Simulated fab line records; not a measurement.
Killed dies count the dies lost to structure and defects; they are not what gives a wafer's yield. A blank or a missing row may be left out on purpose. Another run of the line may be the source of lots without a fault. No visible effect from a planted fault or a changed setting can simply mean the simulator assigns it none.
Which tool was responsible?	flow n5Finfet	27 wafers from 9 lots sampled at 3 of the route's 1938 steps

WHAT THE GAUGES READ, wafer by wafer
N5_PMOS_HMC_CHANNEL_EPI_THK_MEAS_22.
lot	measured	on	HMC_CMP_THK (nm)
L565	day 2 19:53	filmMetro-01	54.0 54.0 52.5
L566	day 3 01:48	filmMetro-01	53.9 55.3 54.2
L570	day 4 02:16	filmMetro-01	53.9 53.2 53.6
L573	day 4 19:52	filmMetro-02	54.0 54.0 53.6
L578	day 6 02:01	filmMetro-02	48.8 49.3 49.3
L579	day 6 07:56	filmMetro-01	49.1 49.8 49.2
L581	day 6 19:38	filmMetro-01	53.5 53.0 54.2
L582	day 7 01:32	filmMetro-02	53.7 53.6 54.4
L583	day 7 08:03	filmMetro-02	52.9 54.1 52.6

WHAT TOOL EACH LOT RAN ON (gives the tool, then ch and the chambers of the sampled wafers, and finally the start)
lot	N5_PMOS_HMC_CHANNEL_EPI_STRIP_33	N5_PMOS_HMC_CHANNEL_EPI_EPI_20
L565	rieDiel-02 ch 2,3, day 2 17:44	epiRpcvd-04 ch 0, day 2 18:15
L566	rieDiel-06 ch 1,3, day 2 23:40	epiRpcvd-04 ch 0, day 3 00:23
L570	rieDiel-06 ch 2,3, day 4 00:08	epiRpcvd-04 ch 0, day 4 01:02
L573	rieDiel-02 ch 0,2, day 4 17:43	epiRpcvd-04 ch 0, day 4 18:13
L578	rieDiel-01 ch 0,1,3, day 5 23:53	epiRpcvd-04 ch 0, day 6 00:59
L579	rieDiel-02 ch 2,3, day 6 05:49	epiRpcvd-04 ch 0, day 6 06:19
L581	rieDiel-06 ch 0,3, day 6 17:29	epiRpcvd-01 ch 0, day 6 18:35
L582	rieDiel-02 ch 1,2, day 6 23:25	epiRpcvd-01 ch 0, day 6 23:54
L583	rieDiel-01 ch 2,3, day 7 05:55	epiRpcvd-01 ch 0, day 7 06:25
- N5_PMOS_HMC_CHANNEL_EPI_STRIP_33: strips in N2/H2.
- N5_PMOS_HMC_CHANNEL_EPI_EPI_20: deposits SiGe30, target thk 59 nm.

THE ANSWER, worked out from the rows above alone
Rule: usual is defined by the lots themselves. Put in order of their means at a reading, lots are off if they are a third of the lots or fewer, leave a main group of 4 or more, and stand apart from it by a gap of 3 or more times the standard deviation of the main group's means; of several such gaps the widest counts. Not used: any main group whose means are identical at the precision the tables above print for the reading. Also off: a lot with no number at a reading for which 4 or more lots have one. Where the step has rows for the other lots, those lots are counted as sound.
Off: L578, L579, seen at N5_PMOS_HMC_CHANNEL_EPI_THK_MEAS_22 (HMC_CMP_THK). Main group: mean 53.7 nm, sd 0.37.
A tool fits if, at a process step before that reading, it ran every lot that is off, and no sound lot after the first of them. Those tools and the gauges at N5_PMOS_HMC_CHANNEL_EPI_THK_MEAS_22 are tried in the same way. One fits: N5_PMOS_HMC_CHANNEL_EPI_EPI_20 on epiRpcvd-04. A fault onset in the window from L573 (day 4 18:13, its last sound lot) to L578 (day 6 00:59, its first lot off) fits.

WHAT THE SIMULATOR HAD PUT IN
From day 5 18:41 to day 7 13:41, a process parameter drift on epiRpcvd-04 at N5_PMOS_HMC_CHANNEL_EPI_EPI_20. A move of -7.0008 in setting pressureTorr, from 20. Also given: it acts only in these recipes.
Shown lots that were struck: L578, L579. This agrees with what the rule above found.
